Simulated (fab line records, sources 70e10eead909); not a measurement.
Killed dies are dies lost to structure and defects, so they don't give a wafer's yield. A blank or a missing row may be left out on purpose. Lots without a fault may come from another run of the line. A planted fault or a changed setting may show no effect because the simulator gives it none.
Chamber matching | flow nand_harc | NHARC_A_CONTACT_ETCH_92 on rie_diel-04: 4 sister chambers
The step etches the open film in CH3F/O2, target depth 40 nm, time 85.7 s. 8 wafers are shown with their chamber, then 10 later ones without.

WAFERS WITH THEIR CHAMBER
wafer  | chamber | drypump_motor_current_A (A) | showerhead_plenum_p_Torr (Torr)
L078.1 | 1       | 5.3                         | 2.34
L081.5 | 2       | 5.3                         | 2.57
L084.2 | 2       | 5.2                         | 2.56
L088.4 | 3       | 4.9                         | 2.30
L088.5 | 0       | 6.4                         | 2.47
L088.6 | 3       | 4.9                         | 2.30
L089.1 | 1       | 5.3                         | 2.33
L089.2 | 0       | 6.4                         | 2.47

WAFERS WITHOUT THEIR CHAMBER
wafer  | drypump_motor_current_A (A) | showerhead_plenum_p_Torr (Torr)
L089.3 | 5.2                         | 2.56
L093.3 | 4.9                         | 2.30
L093.5 | 6.4                         | 2.47
L093.6 | 4.9                         | 2.30
L096.2 | 5.3                         | 2.33
L096.3 | 5.3                         | 2.56
L096.6 | 4.9                         | 2.30
L097.1 | 4.9                         | 2.30
L097.2 | 5.2                         | 2.56
L097.4 | 6.4                         | 2.47

WHICH CHAMBER EACH WENT THROUGH
wafer  | from the rows above | in truth
L089.3 | 2                   | 2
L093.3 | 3                   | 3
L093.5 | 0                   | 0
L093.6 | 3                   | 3
L096.2 | 1                   | 1
L096.3 | 2                   | 2
L096.6 | 3                   | 3
L097.1 | 3                   | 3
L097.2 | 2                   | 2
L097.4 | 0                   | 0
Placed correctly: 10 of 10. Can't be placed from these rows: 0. Placed wrongly: 0.
How it was worked out, from the rows above alone: a wafer's distance from a chamber is the root of the sum, over the readings, of the square of ((its reading less the chamber's mean) divided by the reading's scatter). The wafer belongs to the nearest chamber; if the next one is less than 2 further off, it can't be placed. A chamber's mean is the mean of its shown wafers. The scatter: the root of (the sum of the squares of (reading less its chamber's mean) over the shown wafers, divided by (wafers less chambers)).
